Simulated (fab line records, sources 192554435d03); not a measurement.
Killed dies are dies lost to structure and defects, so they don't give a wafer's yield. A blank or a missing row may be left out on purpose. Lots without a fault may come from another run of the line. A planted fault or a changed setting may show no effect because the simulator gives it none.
Which tool did it? | flow n5_finfet | 10 lots, 30 wafers sampled, at 6 steps of a route of 1938

WHAT THE GAUGES READ, wafer by wafer
N5_BEOL_M3_CD_MEAS_11: target cd 17.05 nm. Usual: cd_nm 17.05 nm, standard deviation 0.24.
lot  | measured     | on        | cd_nm (nm)        | flag
L182 | day 7 17:05  | cd_sem-03 | 16.76 16.77 17.13 |
L183 | day 7 20:32  | cd_sem-02 | 16.96 16.77 17.14 |
L185 | day 8 00:33  | cd_sem-02 | 17.20 17.24 17.20 |
L189 | day 9 00:35  | cd_sem-02 | 17.16 17.35 17.10 |
L191 | day 9 07:40  | cd_sem-02 | 17.29 17.16 16.82 |
L192 | day 10 13:02 | cd_sem-02 | 16.30 17.25 16.96 |
L196 | day 11 03:42 | cd_sem-02 | 17.28 17.36 16.94 |
L200 | day 11 17:44 | cd_sem-02 | 16.74 16.81 17.02 |
L199 | day 11 21:56 | cd_sem-03 | 17.00 17.16 17.10 |
L202 | day 12 04:17 | cd_sem-03 | 17.49 16.97 17.11 |

N5_BEOL_M3_OVL_MEAS_12. Usual: M3_OVL -0.5 nm, standard deviation 0.63.
lot  | measured     | on         | M3_OVL (nm)    | flag
L182 | day 7 17:07  | overlay-02 | -0.3 -1.2 -0.4 |
L183 | day 7 20:34  | overlay-02 | -0.3 -0.7 0.5  |
L185 | day 8 00:35  | overlay-01 | -0.8 0.0 0.1   |
L189 | day 9 00:37  | overlay-02 | 5.6 6.2 5.1    | OFF
L191 | day 9 07:43  | overlay-01 | 4.6 5.1 5.0    | OFF
L192 | day 10 13:04 | overlay-02 | -0.6 -0.1 0.2  |
L196 | day 11 03:44 | overlay-02 | -0.4 -0.1 -1.1 |
L200 | day 11 17:46 | overlay-01 | 0.5 -0.5 -0.8  |
L199 | day 11 21:58 | overlay-01 | 0.0 -0.3 -0.1  |
L202 | day 12 04:19 | overlay-02 | 0.1 -0.3 -0.6  |

N5_BEOL_M3_INSPECT_13: inspects for defects (brightfield). Usual: raw_defect_count 386, standard deviation 79.
lot  | measured     | on                | raw_defect_count | flag
L182 | day 7 17:11  | defect_inspect-01 | 587 424 521      |
L183 | day 7 20:37  | defect_inspect-01 | 406 425 383      |
L185 | day 8 00:38  | defect_inspect-01 | 275 250 308      |
L189 | day 9 00:41  | defect_inspect-02 | 465 493 533      |
L191 | day 9 07:46  | defect_inspect-02 | 286 381 479      |
L192 | day 10 13:07 | defect_inspect-02 | 474 300 364      |
L196 | day 11 03:47 | defect_inspect-01 | 503 441 409      |
L200 | day 11 17:50 | defect_inspect-01 | 592 553 451      |
L199 | day 11 22:02 | defect_inspect-02 | 433 360 367      |
L202 | day 12 04:23 | defect_inspect-01 | 455 379 378      |

N5_BEOL_M4_RC_MEAS_101. Usual: DIBL_N 36.3 mV/V, standard deviation 1.6; DIBL_P 36.5 mV/V, standard deviation 1.6; IOFF_N 0.163 nA/um, standard deviation 0.026; IOFF_P 0.22 nA/um, standard deviation 0.033; ION_N 676 uA/um, standard deviation 9.9; ION_P 464 uA/um, standard deviation 6.5; SS_N 71.5 mV/dec, standard deviation 0.5; SS_P 73.3 mV/dec, standard deviation 0.64; VT_N 249.3 mV, standard deviation 2.9; VT_P -250 mV, standard deviation 3.2.
lot  | measured     | on        | DIBL_N (mV/V)  | DIBL_P (mV/V)  | IOFF_N (nA/um)    | IOFF_P (nA/um) | ION_N (uA/um) | ION_P (uA/um) | SS_N (mV/dec)  | SS_P (mV/dec)  | VT_N (mV)         | VT_P (mV)      | flag
L182 | day 8 10:20  | prober-02 | 32.9 35.1 33.6 | 32.6 35.7 34.0 | 0.114 0.150 0.129 | 0.14 0.19 0.16 | 671 669 661   | 458 462 452   | 70.9 71.1 71.8 | 72.6 74.1 72.5 | 255.4 249.7 252.2 | -259 -252 -254 |
L183 | day 9 01:08  | prober-01 | 37.5 38.1 38.2 | 36.8 38.0 38.0 | 0.167 0.175 0.187 | 0.23 0.25 0.26 | 666 671 680   | 457 462 468   | 71.6 71.3 72.5 | 74.2 73.7 74.3 | 248.8 248.0 248.9 | -249 -244 -246 |
L185 | day 9 08:10  | prober-01 | 34.8 33.5 34.9 | 36.6 34.8 36.3 | 0.169 0.140 0.165 | 0.20 0.17 0.20 | 691 672 692   | 466 467 471   | 71.5 71.0 70.9 | 73.7 72.9 74.6 | 249.6 250.4 247.7 | -250 -251 -251 |
L189 | day 10 08:52 | prober-01 | 39.4 35.7 37.3 | 38.9 35.8 36.8 | 0.212 0.142 0.167 | 0.32 0.25 0.27 | 686 662 666   | 472 470 473   | 71.8 70.8 72.1 | 74.2 73.1 73.3 | 244.7 251.3 248.1 | -242 -244 -246 |
L191 | day 10 18:48 | prober-02 | 38.9 39.4 39.1 | 37.9 38.2 37.9 | 0.218 0.235 0.222 | 0.28 0.28 0.28 | 683 689 696   | 474 469 473   | 72.0 72.1 72.5 | 73.7 74.2 73.8 | 246.9 242.8 244.2 | -247 -246 -245 |
L192 | day 11 14:23 | prober-02 | 35.7 36.0 35.3 | 36.2 36.5 35.6 | 0.166 0.165 0.152 | 0.22 0.22 0.21 | 674 677 667   | 464 463 458   | 71.5 70.5 71.2 | 73.8 73.2 73.4 | 249.9 250.0 250.9 | -248 -248 -249 |
L196 | day 12 06:45 | prober-02 | 37.3 36.9 36.6 | 36.9 36.7 36.5 | 0.188 0.187 0.175 | 0.22 0.22 0.21 | 682 675 680   | 458 459 461   | 72.1 72.5 72.1 | 73.1 73.4 72.7 | 246.8 244.9 248.3 | -248 -250 -249 |
L200 | day 12 18:37 | prober-01 | 37.5 35.4 36.4 | 35.8 34.7 35.1 | 0.166 0.140 0.143 | 0.21 0.20 0.20 | 678 668 668   | 463 462 460   | 71.2 71.3 71.1 | 73.0 72.8 72.6 | 249.6 248.2 247.9 | -249 -251 -252 |
L199 | day 12 23:14 | prober-01 | 41.2 38.5 39.1 | 40.7 38.3 39.0 | 0.249 0.185 0.202 | 0.29 0.24 0.26 | 683 671 689   | 464 459 474   | 72.4 72.3 71.2 | 75.1 73.9 73.4 | 244.6 248.4 243.9 | -246 -248 -248 |
L202 | day 13 16:11 | prober-01 | 38.4 35.0 35.9 | 42.3 37.9 38.6 | 0.213 0.145 0.164 | 0.29 0.21 0.23 | 685 680 682   | 470 470 471   | 72.8 70.8 71.5 | 74.2 72.1 72.9 | 246.6 248.1 250.8 | -245 -250 -249 |

WHICH TOOL RAN EACH LOT (tool, then ch and the chambers of the sampled wafers, then the start)
lot  | N5_BEOL_M3_EXPOSE_08              | N5_BEOL_M3_HM_OPEN_17
L182 | euv_scanner-02 ch 0, day 7 16:58  | rie_metal-01 ch 0,1, day 7 17:38
L183 | euv_scanner-01 ch 0, day 7 20:24  | rie_metal-01 ch 0,1, day 7 20:55
L185 | euv_scanner-01 ch 0, day 8 00:25  | rie_metal-02 ch 0,1, day 8 00:55
L189 | euv_scanner-02 ch 0, day 9 00:28  | rie_metal-01 ch 0,1, day 9 01:15
L191 | euv_scanner-02 ch 0, day 9 07:33  | rie_metal-02 ch 0,1, day 9 08:09
L192 | euv_scanner-01 ch 0, day 10 12:54 | rie_metal-02 ch 0, day 10 13:34
L196 | euv_scanner-01 ch 0, day 11 03:34 | rie_metal-02 ch 0,1, day 11 04:11
L200 | euv_scanner-01 ch 0, day 11 17:37 | rie_metal-03 ch 0,1, day 11 18:09
L199 | euv_scanner-01 ch 0, day 11 21:49 | rie_metal-01 ch 0,1, day 11 22:20
L202 | euv_scanner-01 ch 0, day 12 04:10 | rie_metal-02 ch 0,1, day 12 04:40
- N5_BEOL_M3_EXPOSE_08: exposes mask M3.
- N5_BEOL_M3_HM_OPEN_17: chemistry Cl2/BCl3, target TiN, target depth 20 nm, overetch 6 nm.

WHAT THE TOOLS THEMSELVES READ (means of the sampled wafers that have a number; where no wafer has one, the mark that the record gives instead)
N5_BEOL_M3_HM_OPEN_17. Usual: chamber_pressure_mTorr 10.001 mTorr, standard deviation 0.0093; drypump_motor_current_A 5.8 A, standard deviation 0.37; oes_product_au 0.69 a.u., standard deviation 0.1; rf_fwd_power_W 991.9 W, standard deviation 2.9; throttle_valve_pct 22.19 %, standard deviation 0.16.
lot  | tool         | chamber_pressure_mTorr (mTorr) | drypump_motor_current_A (A) | oes_product_au (a.u.) | rf_fwd_power_W (W) | throttle_valve_pct (%) | flag
L182 | rie_metal-01 | 10.009                         | 6.2                         | 0.64                  | 993.1              | 22.03                  |
L183 | rie_metal-01 | 10.007                         | 6.2                         | 0.63                  | 994.3              | 22.05                  |
L185 | rie_metal-02 | 9.999                          | 5.4                         | 0.71                  | 991.7              | 22.32                  |
L189 | rie_metal-01 | 10.005                         | 6.2                         | 0.62                  | 990.9              | 22.05                  |
L191 | rie_metal-02 | 9.999                          | 5.6                         | 0.77                  | 992.0              | 22.23                  |
L192 | rie_metal-02 | 10.003                         | 5.3                         | 0.63                  | 994.0              | 22.42                  |
L196 | rie_metal-02 | 10.000                         | 5.4                         | 0.67                  | 991.8              | 22.33                  |
L200 | rie_metal-03 | 10.004                         | 5.6                         | 0.71                  | 991.4              | 22.14                  |
L199 | rie_metal-01 | 10.013                         | 6.2                         | 0.60                  | 992.6              | 22.07                  |
L202 | rie_metal-02 | 10.005                         | 5.4                         | 0.67                  | 988.3              | 22.33                  |

THE ANSWER, worked out from the rows above alone
Rule: a lot is off if the mean of its wafers that have a number lies more than 3 standard deviations from the usual mean. A lot without any number at a reading at which 4 lots or more have one is off too. The other lots that the step has rows for count as sound. The gauges are gone through in route order, then the tools' own readings, and for those a lot's mean is taken as printed above. The first step at which some lot is off is used, and at that step the reading that is off furthest; a lot without a number counts as furthest.
Off: L189, L191, at N5_BEOL_M3_OVL_MEAS_12 (M3_OVL).
A tool fits if, at a process step before that reading, it ran every lot that is off, and no sound lot after the first of them. The gauges at N5_BEOL_M3_OVL_MEAS_12 are tried like those tools. One fits: euv_scanner-02 at N5_BEOL_M3_EXPOSE_08. Its last sound lot is L182 (day 7 16:58), its first lot that is off L189 (day 9 00:28): a fault that began between those two fits.

WHAT THE SIMULATOR HAD PUT IN
Scanner matching overlay: euv_scanner-02, from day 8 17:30 on, at N5_BEOL_M3_EXPOSE_08. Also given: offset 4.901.
Lots struck among those shown: L189, L191. The rule above found the same.
